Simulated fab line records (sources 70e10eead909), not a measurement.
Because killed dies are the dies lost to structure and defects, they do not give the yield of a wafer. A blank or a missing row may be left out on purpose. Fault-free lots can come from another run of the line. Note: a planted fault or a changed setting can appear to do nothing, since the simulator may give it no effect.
Which tool did it?	flow nand_harc	24 lots with 72 wafers sampled at 6 steps, on a route of 1159 steps

## WHAT EACH GAUGE READ, for each wafer
NHARC_P_M0_INSPECT_11. Usual: raw_defect_count reads 4.0 (standard deviation 2.4).
lot	measured	on	raw_defect_count	flag
L074	day 5 23:23	defect_inspect-01	5 2 2	
L075	day 5 22:49	defect_inspect-02	5 0 4	
L076	day 6 09:49	defect_inspect-01	1 1 2	
L077	day 6 10:48	defect_inspect-01	7 5 6	
L078	day 6 20:22	defect_inspect-01	6 4 6	
L079	day 7 02:36	defect_inspect-01	5 6 8	
L080	day 7 08:21	defect_inspect-02	3 7 1	
L081	day 7 11:29	defect_inspect-01	1 5 2	
L082	day 7 20:24	defect_inspect-01	1 4 11	
L083	day 8 00:35	defect_inspect-02	4 5 6	
L084	day 8 18:07	defect_inspect-02	2 1 4	
L085	day 8 22:40	defect_inspect-02	1 7 4	
L086	day 9 04:08	defect_inspect-02	6 9 4	
L087	day 8 21:33	defect_inspect-02	11 4 5	
L088	day 9 06:02	defect_inspect-01	5 4 0	
L089	day 9 12:50	defect_inspect-01	4 3 6	
L090	day 10 01:17	defect_inspect-02	6 6 2	
L091	day 10 04:52	defect_inspect-01	1 4 2	
L092	day 10 07:26	defect_inspect-01	7 2 3	
L093	day 10 10:46	defect_inspect-01	2 2 2	
L094	day 10 19:23	defect_inspect-02	8 1 1	
L095	day 10 19:46	defect_inspect-02	5 2 0	
L096	day 11 09:23	defect_inspect-02	3 1 2	
L097	day 11 19:23	defect_inspect-02	6 9 8	

NHARC_P_M1_OVL_MEAS_10: pitch 260 nm. Usual: overlay_x_nm 0.1 nm, standard deviation 0.98; overlay_y_nm -0.2 nm, standard deviation 0.62.
lot	measured	on	overlay_x_nm (nm)	overlay_y_nm (nm)	flag
L074	day 6 03:58	overlay-01	1.2 1.3 1.7	0.6 -0.8 -0.2	
L075	day 6 03:38	overlay-02	0.2 0.2 0.8	0.3 0.1 0.0	
L076	day 6 13:50	overlay-01	1.2 1.0 1.2	-1.0 -1.2 -1.1	
L077	day 6 14:50	overlay-02	-1.2 -1.2 -1.0	0.3 0.6 -0.3	
L078	day 7 00:44	overlay-02	0.5 0.4 0.4	0.3 0.2 -0.1	
L079	day 7 06:42	overlay-02	-0.5 -1.1 -0.7	-1.4 -1.2 -1.6	
L080	day 7 12:42	overlay-01	0.7 0.7 0.6	0.5 1.0 0.2	
L081	day 7 15:54	overlay-01	-0.4 -0.1 -0.3	0.2 0.3 -0.1	
L082	day 8 00:44	overlay-01	-0.7 -1.0 -1.2	-0.5 -0.2 0.0	
L083	day 8 04:32	overlay-01	-1.3 -0.6 -1.4	-0.2 -0.3 -0.1	
L084	day 8 22:11	overlay-01	-0.3 -0.6 -0.5	0.2 0.8 0.5	
L085	day 9 02:41	overlay-02	0.0 -0.5 0.1	-0.5 0.6 -0.3	
L086	day 9 08:31	overlay-01	-0.8 -0.5 -0.4	0.0 1.0 0.2	
L087	day 9 01:34	overlay-02	-0.1 -0.7 -0.6	-1.1 -1.0 -0.7	
L088	day 9 10:22	overlay-01	1.4 0.9 0.6	0.0 0.0 0.2	
L089	day 9 17:24	overlay-02	0.8 0.9 -0.1	-1.2 -1.0 -0.4	
L090	day 10 05:16	overlay-02	1.8 2.1 1.7	-0.9 -1.8 -1.4	
L091	day 10 09:06	overlay-02	-0.4 -1.1 -0.7	0.3 0.4 0.4	
L092	day 10 11:35	overlay-02	-0.6 -0.9 -1.0	-0.1 0.1 -0.1	
L093	day 10 15:06	overlay-02	1.6 2.0 1.8	0.2 -0.4 -0.3	
L094	day 10 23:32	overlay-02	1.3 0.5 0.2	-0.4 -0.5 -0.3	
L095	day 10 23:55	overlay-02	-0.8 -0.9 -1.0	-0.4 -0.5 -0.7	
L096	day 11 13:43	overlay-02	0.7 1.3 0.9	1.0 0.7 0.2	
L097	day 11 23:28	overlay-02	-0.7 -0.3 -0.4	0.4 -0.3 -0.1	

## WHICH TOOL RAN EACH LOT (tool, then ch and the chambers of the sampled wafers, then the start)
lot	NHARC_P_ZERO_WELL_DESCUM_13	NHARC_P_GATE_DESCUM_48	NHARC_P_GATE_STRIP_95	NHARC_P_CONTACT_DEP_00
L074	rie_diel-02 ch 1,3, day 1 13:25	rie_diel-04 ch 1,3, day 5 09:04	plasma_asher-02 ch 0, day 5 13:40	pecvd-04 ch 0,1,2, day 5 23:23 or earlier
L075	rie_diel-02 ch 2,3, day 1 19:24	rie_diel-04 ch 0,1, day 5 08:35	plasma_asher-01 ch 1, day 5 13:21	pecvd-02 ch 0,2, day 5 22:49 or earlier
L076	rie_diel-09 ch 0,3, day 2 01:23	rie_diel-13 ch 1,2,3, day 5 21:16	plasma_asher-01 ch 0,1, day 6 01:49	pecvd-02 ch 0,1,2, day 6 09:49 or earlier
L077	rie_diel-07 ch 1,2,3, day 2 07:25	rie_diel-06 ch 1,2,3, day 5 21:36	plasma_asher-02 ch 0,1, day 6 02:27	pecvd-02 ch 1,2, day 6 10:48 or earlier
L078	rie_diel-07 ch 0,1,3, day 2 13:25	rie_diel-04 ch 0,3, day 6 05:16	plasma_asher-02 ch 1, day 6 09:50	pecvd-04 ch 0,2, day 6 12:11
L079	rie_diel-07 ch 0,1, day 2 19:25	rie_diel-04 ch 0,2,3, day 6 10:51	plasma_asher-02 ch 1, day 6 15:08	pecvd-02 ch 1,2, day 7 02:36 or earlier
L080	rie_diel-02 ch 0,2,3, day 3 01:25	rie_diel-04 ch 0,1,2, day 6 19:26	plasma_asher-02 ch 0,1, day 6 23:59	pecvd-04 ch 0,2, day 7 02:29
L081	rie_diel-09 ch 1,2,3, day 3 07:25	rie_diel-04 ch 1,2,3, day 6 21:37	plasma_asher-01 ch 0,1, day 7 02:10	pecvd-02 ch 0,1,2, day 7 11:29 or earlier
L082	rie_diel-02 ch 1,2,3, day 3 13:24	rie_diel-04 ch 1,2,3, day 7 05:37	plasma_asher-02 ch 0,1, day 7 10:04	pecvd-01 ch 0,1,2, day 7 20:24 or earlier
L083	rie_diel-02 ch 0,1,3, day 3 19:24	rie_diel-13 ch 0,1,3, day 7 11:50	plasma_asher-01 ch 0,1, day 7 16:26	pecvd-04 ch 2, day 7 18:44
L084	rie_diel-07 ch 0,1, day 4 01:16	rie_diel-06 ch 0,1,3, day 7 19:59	plasma_asher-02 ch 0,1, day 8 00:29	pecvd-02 ch 1,2, day 8 02:54
L085	rie_diel-02 ch 2,3, day 4 07:38	rie_diel-04 ch 1,2, day 8 09:02	plasma_asher-01 ch 0,1, day 8 14:02	pecvd-04 ch 0,1, day 8 16:23
L086	rie_diel-02 ch 0,1,2, day 4 13:16	rie_diel-13 ch 0,2, day 8 12:22	plasma_asher-01 ch 0,1, day 8 17:14	pecvd-01 ch 0,2, day 9 04:08 or earlier
L087	rie_diel-09 ch 0,1,3, day 4 19:17	rie_diel-06 ch 0,1,2, day 8 08:01	plasma_asher-02 ch 0,1, day 8 12:41	pecvd-01 ch 0,1, day 8 21:33 or earlier
L088	rie_diel-07 ch 0,3, day 5 01:23	rie_diel-04 ch 0,2,3, day 8 15:35	plasma_asher-01 ch 0,1, day 8 21:10	pecvd-01 ch 0,1, day 9 06:02 or earlier
L089	rie_diel-09 ch 0,3, day 5 07:17	rie_diel-04 ch 0,1,2, day 9 00:05	plasma_asher-02 ch 0,1, day 9 04:45	pecvd-02 ch 0,1, day 9 12:50 or earlier
L090	rie_diel-09 ch 0,2,3, day 5 13:16	rie_diel-06 ch 0,2,3, day 9 05:29	plasma_asher-02 ch 0,1, day 9 09:56	pecvd-01 ch 0,2, day 10 01:17 or earlier
L091	rie_diel-09 ch 0,1,3, day 5 19:25	rie_diel-04 ch 0,2,3, day 9 16:39	plasma_asher-02 ch 0,1, day 9 21:04	pecvd-04 ch 0,1,2, day 10 04:52 or earlier
L092	rie_diel-09 ch 1,2,3, day 6 01:18	rie_diel-13 ch 0,3, day 9 17:54	plasma_asher-02 ch 0,1, day 9 22:23	pecvd-01 ch 0,1,2, day 10 07:26 or earlier
L093	rie_diel-09 ch 1,2,3, day 6 07:16	rie_diel-06 ch 0,1,3, day 9 22:39	plasma_asher-01 ch 0,1, day 10 03:12	pecvd-04 ch 0,1,2, day 10 10:46 or earlier
L094	rie_diel-02 ch 0,2,3, day 6 13:25	rie_diel-04 ch 0,2,3, day 10 04:14	plasma_asher-01 ch 0,1, day 10 08:48	pecvd-04 ch 1,2, day 10 19:23 or earlier
L095	rie_diel-09 ch 0,3, day 6 19:17	rie_diel-06 ch 0,3, day 10 04:58	plasma_asher-02 ch 0,1, day 10 09:29	pecvd-04 ch 0,1,2, day 10 19:46 or earlier
L096	rie_diel-02 ch 0,1,2, day 7 01:16	rie_diel-04 ch 0,1,3, day 10 21:08	plasma_asher-01 ch 0,1, day 11 01:46	pecvd-02 ch 0,1,2, day 11 09:23 or earlier
L097	rie_diel-09 ch 0,1,3, day 7 07:26	rie_diel-04 ch 1,2, day 11 03:43	plasma_asher-02 ch 0,1, day 11 08:22	pecvd-01 ch 0,1,2, day 11 19:23 or earlier
- NHARC_P_ZERO_WELL_DESCUM_13: chemistry O2, time 3 s.
- NHARC_P_GATE_DESCUM_48: chemistry O2, time 3 s.
- NHARC_P_GATE_STRIP_95: strips in O2.
- NHARC_P_CONTACT_DEP_00: deposits SiO2, target thk 500 nm.

## AS READ BY THE TOOLS THEMSELVES (means over the sampled wafers that have a number; for cases with no such wafer, the mark the record gives instead)
NHARC_P_ZERO_WELL_DESCUM_13. Usual: drypump_motor_current_A 5.8 A, standard deviation 0.35; oes_product_au 0.998 a.u., standard deviation 0.01; rf_vpp_V 57.9 V, standard deviation 0.9; showerhead_plenum_p_Torr 1.94 Torr, standard deviation 0.089; throttle_valve_pct 11.311 %, standard deviation 0.0087.
lot	tool	drypump_motor_current_A (A)	oes_product_au (a.u.)	rf_vpp_V (V)	showerhead_plenum_p_Torr (Torr)	throttle_valve_pct (%)	flag
L074	rie_diel-02	5.8	1.010	57.5	1.81	11.310	
L075	rie_diel-02	5.5	0.988	57.6	1.99	11.310	
L076	rie_diel-09	6.1	0.992	58.1	2.00	11.319	
L077	rie_diel-07	6.0	0.993	57.9	1.90	11.303	
L078	rie_diel-07	5.6	1.007	58.1	1.88	11.305	
L079	rie_diel-07	5.4	0.999	58.1	1.90	11.319	
L080	rie_diel-02	5.6	0.996	58.2	1.98	11.315	
L081	rie_diel-09	5.8	0.989	57.5	1.93	11.310	
L082	rie_diel-02	5.6	0.991	57.6	1.90	11.312	
L083	rie_diel-02	5.7	0.991	56.8	1.89	11.311	
L084	rie_diel-07	5.4	0.996	58.2	1.90	11.317	
L085	rie_diel-02	5.5	0.997	58.1	1.93	11.305	
L086	rie_diel-02	5.7	0.997	58.3	1.94	11.315	
L087	rie_diel-09	6.1	1.001	57.6	2.00	11.312	
L088	rie_diel-07	5.5	1.004	57.6	1.88	11.314	
L089	rie_diel-09	6.1	1.008	57.5	2.00	11.314	
L090	rie_diel-09	5.8	1.004	58.3	1.93	11.316	
L091	rie_diel-09	6.1	1.005	58.0	2.00	11.313	
L092	rie_diel-09	5.8	1.005	57.7	1.93	11.308	
L093	rie_diel-09	5.8	1.001	58.9	1.93	11.301	
L094	rie_diel-02	5.6	0.992	57.4	1.97	11.302	
L095	rie_diel-09	6.0	1.000	57.4	1.97	11.313	
L096	rie_diel-02	5.6	0.996	58.8	1.94	11.314	
L097	rie_diel-09	6.1	1.004	58.0	2.00	11.313	

NHARC_P_GATE_DESCUM_48. Usual: drypump_motor_current_A 5.8 A, standard deviation 0.44; oes_product_au 0.999 a.u., standard deviation 0.0082; rf_vpp_V 57.9 V, standard deviation 0.8; showerhead_plenum_p_Torr 1.92 Torr, standard deviation 0.093; throttle_valve_pct 11.311 %, standard deviation 0.0097.
lot	tool	drypump_motor_current_A (A)	oes_product_au (a.u.)	rf_vpp_V (V)	showerhead_plenum_p_Torr (Torr)	throttle_valve_pct (%)	flag
L074	rie_diel-04	5.2	0.987	58.1	1.90	11.309	
L075	rie_diel-04	5.6	0.997	57.8	2.02	11.310	
L076	rie_diel-13	5.7	0.992	57.5	1.80	11.318	
L077	rie_diel-06	6.4	0.993	57.7	1.93	11.309	
L078	rie_diel-04	5.6	0.997	58.1	1.92	11.313	
L079	rie_diel-04	5.6	1.001	57.4	1.90	11.315	
L080	rie_diel-04	5.7	0.998	58.4	1.97	11.303	
L081	rie_diel-04	5.5	0.997	58.0	1.93	11.309	
L082	rie_diel-04	5.5	1.000	58.0	1.93	11.316	
L083	rie_diel-13	5.5	0.998	57.7	1.86	11.310	
L084	rie_diel-06	6.2	1.008	58.1	1.93	11.315	
L085	rie_diel-04	5.6	1.004	57.3	2.00	11.305	
L086	rie_diel-13	6.2	1.006	57.4	1.83	11.300	
L087	rie_diel-06	6.3	0.997	58.8	1.99	11.314	
L088	rie_diel-04	5.6	0.999	57.8	1.90	11.308	
L089	rie_diel-04	5.7	0.989	57.9	1.97	11.307	
L090	rie_diel-06	6.2	1.004	58.2	1.90	11.303	
L091	rie_diel-04	5.6	1.000	57.6	1.90	11.313	
L092	rie_diel-13	5.5	0.992	57.2	1.84	11.310	
L093	rie_diel-06	6.3	1.002	57.0	1.92	11.313	
L094	rie_diel-04	5.6	0.992	57.3	1.89	11.309	
L095	rie_diel-06	6.0	1.014	58.3	1.90	11.316	
L096	rie_diel-04	5.4	1.002	57.6	1.94	11.309	
L097	rie_diel-04	5.7	1.001	57.8	1.94	11.312	

NHARC_P_GATE_STRIP_95. Usual: drypump_motor_current_A 5.44 A, standard deviation 0.28; heater_power_w 337 W, standard deviation 36.
lot	tool	drypump_motor_current_A (A)	heater_power_w (W)	flag
L074	plasma_asher-02	5.59	297	
L075	plasma_asher-01	5.14	396	
L076	plasma_asher-01	5.13	382	
L077	plasma_asher-02	5.66	305	
L078	plasma_asher-02	5.74	329	
L079	plasma_asher-02	5.71	324	
L080	plasma_asher-02	5.66	321	
L081	plasma_asher-01	5.11	363	
L082	plasma_asher-02	5.64	300	
L083	plasma_asher-01	5.12	369	
L084	plasma_asher-02	5.72	319	
L085	plasma_asher-01	5.11	364	
L086	plasma_asher-01	5.12	386	
L087	plasma_asher-02	5.70	319	
L088	plasma_asher-01	5.12	373	
L089	plasma_asher-02	5.68	313	
L090	plasma_asher-02	5.71	317	
L091	plasma_asher-02	5.64	303	
L092	plasma_asher-02	5.64	305	
L093	plasma_asher-01	5.12	366	
L094	plasma_asher-01	5.10	368	
L095	plasma_asher-02	5.67	315	
L096	plasma_asher-01	5.11	378	
L097	plasma_asher-02	5.65	300	

NHARC_P_CONTACT_DEP_00. Usual: heater_power_outer_w 274 W, standard deviation 95; heater_power_w 518 W, standard deviation 130; throttle_valve_pct 15.8 %, standard deviation 0.41.
lot	tool	heater_power_outer_w (W)	heater_power_w (W)	throttle_valve_pct (%)	flag
L074	pecvd-04	282	492	15.6	
L075	pecvd-02	242	508	16.0	
L076	pecvd-02	240	504	16.0	
L077	pecvd-02	202	461	16.0	
L078	pecvd-04	238	434	15.9	
L079	pecvd-02	271	547	16.1	
L080	pecvd-04	248	430	15.9	
L081	pecvd-02	262	543	16.1	
L082	pecvd-01	294	560	15.7	
L083	pecvd-04	250	427	16.0	
L084	pecvd-02	218	486	16.1	
L085	pecvd-04	324	555	15.6	
L086	pecvd-01	354	632	15.8	
L087	pecvd-01	193	424	15.5	
L088	pecvd-01	276	531	15.7	
L089	pecvd-02	272	543	16.4	
L090	pecvd-01	361	661	16.1	
L091	pecvd-04	317	533	15.7	
L092	pecvd-01	289	559	15.8	
L093	pecvd-04	308	513	15.7	
L094	pecvd-04	439	692	15.5	
L095	pecvd-04	343	573	15.5	
L096	pecvd-02	245	512	16.0	
L097	pecvd-01	294	553	15.6	

## THE ANSWER, worked out from the rows above alone
Rule: lot off if the mean of its wafers having a number is beyond 3 standard deviations from the usual mean. Also off: a lot with no number at a reading for which 4 or more lots have one. All remaining lots with rows at the step are treated as sound. First the gauges in route order, then the tools' own readings, where a lot's mean is used as printed above. At the first step where some lot is off, the reading lying furthest off is the one used; lots without a number count as furthest.
Across all readings shown, no lot is off: no conclusion can be drawn from this.

## WHAT WAS PUT IN BY THE SIMULATOR
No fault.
